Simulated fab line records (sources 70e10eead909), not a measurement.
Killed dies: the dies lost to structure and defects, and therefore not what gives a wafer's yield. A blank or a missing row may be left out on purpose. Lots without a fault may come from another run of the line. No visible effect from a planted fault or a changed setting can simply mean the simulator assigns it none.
The tool behind it: which one? / flow nandHarc / 24 lots, 72 wafers sampled, at 3 steps of a route of 1302

## WHAT THE GAUGES SHOWED, per wafer
NHARC_A_BLC_OVL_MEAS_11.
lot=L076; measured=day 23 02:19; on=overlay-01; overlayXNm (nm)=0.3 -0.4 -0.1; overlayYNm (nm)=-0.8 -1.0 -0.3
lot=L074; measured=day 23 04:01; on=overlay-01; overlayXNm (nm)=0.6 0.2 -0.5; overlayYNm (nm)=0.6 1.0 1.1
lot=L075; measured=day 23 11:13; on=overlay-01; overlayXNm (nm)=-1.7 -1.6 -1.7; overlayYNm (nm)=-0.7 -0.6 -0.1
lot=L077; measured=day 24 04:28; on=overlay-01; overlayXNm (nm)=-0.1 0.5 -0.6; overlayYNm (nm)=-0.4 0.3 -0.9
lot=L078; measured=day 24 06:19; on=overlay-01; overlayXNm (nm)=0.8 1.4 1.3; overlayYNm (nm)=0.0 0.8 0.1
lot=L079; measured=day 24 10:26; on=overlay-02; overlayXNm (nm)=1.0 0.3 0.5; overlayYNm (nm)=0.5 0.3 0.6
lot=L082; measured=day 25 00:10; on=overlay-01; overlayXNm (nm)=-0.4 -0.3 -0.2; overlayYNm (nm)=-0.4 0.1 -0.5
lot=L080; measured=day 25 03:18; on=overlay-01; overlayXNm (nm)=0.2 -0.2 -0.8; overlayYNm (nm)=0.5 0.3 0.0
lot=L081; measured=day 25 04:54; on=overlay-02; overlayXNm (nm)=-0.4 -0.5 -0.4; overlayYNm (nm)=1.1 1.5 1.0
lot=L083; measured=day 26 13:41; on=overlay-01; overlayXNm (nm)=1.4 1.7 1.5; overlayYNm (nm)=0.3 0.5 0.2
lot=L084; measured=day 27 01:23; on=overlay-01; overlayXNm (nm)=-0.4 -0.7 -0.7; overlayYNm (nm)=1.0 0.5 0.5
lot=L086; measured=day 27 11:49; on=overlay-02; overlayXNm (nm)=0.1 0.1 -0.2; overlayYNm (nm)=1.7 1.8 2.0
lot=L085; measured=day 27 14:56; on=overlay-01; overlayXNm (nm)=0.5 0.5 1.0; overlayYNm (nm)=0.3 -0.2 -0.5
lot=L087; measured=day 28 10:35; on=overlay-02; overlayXNm (nm)=-0.4 -1.1 -1.3; overlayYNm (nm)=0.0 -1.0 -0.3
lot=L089; measured=day 28 18:02; on=overlay-02; overlayXNm (nm)=0.1 0.2 0.9; overlayYNm (nm)=1.1 2.0 1.2
lot=L088; measured=day 29 01:33; on=overlay-01; overlayXNm (nm)=-0.1 -0.2 -0.9; overlayYNm (nm)=-1.3 -1.4 -1.4
lot=L090; measured=day 30 07:27; on=overlay-02; overlayXNm (nm)=-0.9 -0.9 -0.4; overlayYNm (nm)=0.1 -0.4 -0.2
lot=L091; measured=day 30 17:29; on=overlay-02; overlayXNm (nm)=-0.4 -0.5 -0.4; overlayYNm (nm)=-1.2 -0.2 -0.5
lot=L092; measured=day 30 19:06; on=overlay-02; overlayXNm (nm)=-0.8 -0.9 -1.2; overlayYNm (nm)=-1.2 -1.7 -1.1
lot=L093; measured=day 30 23:50; on=overlay-02; overlayXNm (nm)=0.2 0.2 0.5; overlayYNm (nm)=0.3 0.3 -0.3
lot=L094; measured=day 31 03:50; on=overlay-01; overlayXNm (nm)=1.0 1.1 0.9; overlayYNm (nm)=0.3 -0.2 0.4
lot=L095; measured=day 31 09:05; on=overlay-02; overlayXNm (nm)=0.6 0.1 0.7; overlayYNm (nm)=0.8 1.2 0.9
lot=L096; measured=day 31 09:58; on=overlay-01; overlayXNm (nm)=-0.8 -0.2 -0.6; overlayYNm (nm)=1.0 0.1 0.9
lot=L097; measured=day 31 23:11; on=overlay-02; overlayXNm (nm)=1.4 1.9 1.4; overlayYNm (nm)=0.8 1.1 0.8

## EACH LOT AND THE TOOL THAT RAN IT (in order: tool; ch and the chambers of the sampled wafers; start)
lot=L076; NHARC_A_CONTACT_ETCH_137=harCapEtch-02 ch 0,1, day 22 22:00; NHARC_A_CONTACT_ETCH_139=harCapEtch-02 ch 0,1, day 22 22:33
lot=L074; NHARC_A_CONTACT_ETCH_137=harCapEtch-01 ch 1, day 22 23:23; NHARC_A_CONTACT_ETCH_139=harCapEtch-01 ch 1, day 23 00:06
lot=L075; NHARC_A_CONTACT_ETCH_137=harCapEtch-01 ch 0,1, day 23 06:07; NHARC_A_CONTACT_ETCH_139=harCapEtch-01 ch 0,1, day 23 06:50
lot=L077; NHARC_A_CONTACT_ETCH_137=harCapEtch-02 ch 1, day 24 00:02; NHARC_A_CONTACT_ETCH_139=harCapEtch-02 ch 1, day 24 00:35
lot=L078; NHARC_A_CONTACT_ETCH_137=harCapEtch-02 ch 0,1, day 24 02:03; NHARC_A_CONTACT_ETCH_139=harCapEtch-02 ch 0,1, day 24 02:36
lot=L079; NHARC_A_CONTACT_ETCH_137=harCapEtch-01 ch 0,1, day 24 05:26; NHARC_A_CONTACT_ETCH_139=harCapEtch-01 ch 0,1, day 24 05:58
lot=L082; NHARC_A_CONTACT_ETCH_137=harCapEtch-01 ch 0,1, day 24 19:44; NHARC_A_CONTACT_ETCH_139=harCapEtch-01 ch 0,1, day 24 20:17
lot=L080; NHARC_A_CONTACT_ETCH_137=harCapEtch-03 ch 0,1, day 24 22:55; NHARC_A_CONTACT_ETCH_139=harCapEtch-03 ch 0,1, day 24 23:26
lot=L081; NHARC_A_CONTACT_ETCH_137=harCapEtch-02 ch 1, day 25 00:41; NHARC_A_CONTACT_ETCH_139=harCapEtch-02 ch 1, day 25 01:13
lot=L083; NHARC_A_CONTACT_ETCH_137=harCapEtch-01 ch 1, day 26 09:19; NHARC_A_CONTACT_ETCH_139=harCapEtch-01 ch 1, day 26 09:52
lot=L084; NHARC_A_CONTACT_ETCH_137=harCapEtch-02 ch 1, day 26 21:11; NHARC_A_CONTACT_ETCH_139=harCapEtch-02 ch 1, day 26 21:43
lot=L086; NHARC_A_CONTACT_ETCH_137=harCapEtch-02 ch 0,1, day 27 07:29; NHARC_A_CONTACT_ETCH_139=harCapEtch-02 ch 0,1, day 27 08:02
lot=L085; NHARC_A_CONTACT_ETCH_137=harCapEtch-01 ch 0,1, day 27 10:37; NHARC_A_CONTACT_ETCH_139=harCapEtch-01 ch 0,1, day 27 11:10
lot=L087; NHARC_A_CONTACT_ETCH_137=harCapEtch-01 ch 0, day 28 06:10; NHARC_A_CONTACT_ETCH_139=harCapEtch-01 ch 0, day 28 06:43
lot=L089; NHARC_A_CONTACT_ETCH_137=harCapEtch-01 ch 0,1, day 28 13:41; NHARC_A_CONTACT_ETCH_139=harCapEtch-01 ch 0,1, day 28 14:13
lot=L088; NHARC_A_CONTACT_ETCH_137=harCapEtch-02 ch 0,1, day 28 21:13; NHARC_A_CONTACT_ETCH_139=harCapEtch-02 ch 0,1, day 28 21:46
lot=L090; NHARC_A_CONTACT_ETCH_137=harCapEtch-01 ch 1, day 30 03:16; NHARC_A_CONTACT_ETCH_139=harCapEtch-01 ch 1, day 30 03:49
lot=L091; NHARC_A_CONTACT_ETCH_137=harCapEtch-03 ch 0,1, day 30 13:08; NHARC_A_CONTACT_ETCH_139=harCapEtch-03 ch 0,1, day 30 13:41
lot=L092; NHARC_A_CONTACT_ETCH_137=harCapEtch-02 ch 0,1, day 30 14:57; NHARC_A_CONTACT_ETCH_139=harCapEtch-02 ch 0,1, day 30 15:29
lot=L093; NHARC_A_CONTACT_ETCH_137=harCapEtch-01 ch 1, day 30 18:32; NHARC_A_CONTACT_ETCH_139=harCapEtch-01 ch 1, day 30 19:04
lot=L094; NHARC_A_CONTACT_ETCH_137=harCapEtch-03 ch 0,1, day 30 23:25; NHARC_A_CONTACT_ETCH_139=harCapEtch-03 ch 0,1, day 30 23:58
lot=L095; NHARC_A_CONTACT_ETCH_137=harCapEtch-02 ch 0,1, day 31 04:54; NHARC_A_CONTACT_ETCH_139=harCapEtch-02 ch 0,1, day 31 05:26
lot=L096; NHARC_A_CONTACT_ETCH_137=harCapEtch-03 ch 0,1, day 31 05:22; NHARC_A_CONTACT_ETCH_139=harCapEtch-03 ch 0,1, day 31 05:54
lot=L097; NHARC_A_CONTACT_ETCH_137=harCapEtch-03 ch 0,1, day 31 18:49; NHARC_A_CONTACT_ETCH_139=harCapEtch-03 ch 0,1, day 31 19:22
- NHARC_A_CONTACT_ETCH_137: etches the open film in C4F8/O2/Ar, time 311 s, target depth 1912 nm.
- NHARC_A_CONTACT_ETCH_139: etches the open film in C4F8/O2/Ar, time 195 s, target depth 840 nm.

## WHAT THE TOOLS THEMSELVES READ (means of the sampled wafers that have a number; where no wafer has one, the mark that the record gives instead)
The record holds no such reading with a usual standard deviation.

## THE ANSWER, worked out from the rows above alone
Rule: the lots themselves supply what counts as usual. The widest of any qualifying gaps counts: lots, ordered by their means at a reading, are off when they make up no more than a third of the lots, leave a main group of 4 or more, and stand apart from it by 3 or more times the standard deviation of that group's means. A main group is skipped when, at the precision printed for the reading in the tables above, its means are all equal. A lot without any number at a reading at which 4 lots or more have one is off too. The other lots that the step has rows for count as sound. The gauges are gone through in route order, then the tools' own readings, and for those a lot's mean is taken as printed above. The first step at which some lot is off is used, and at that step the reading that is off furthest; a lot without a number counts as furthest.
Across all readings shown, no lot is off: no conclusion can be drawn from this.

## WHAT THE SIMULATOR HAD INSERTED
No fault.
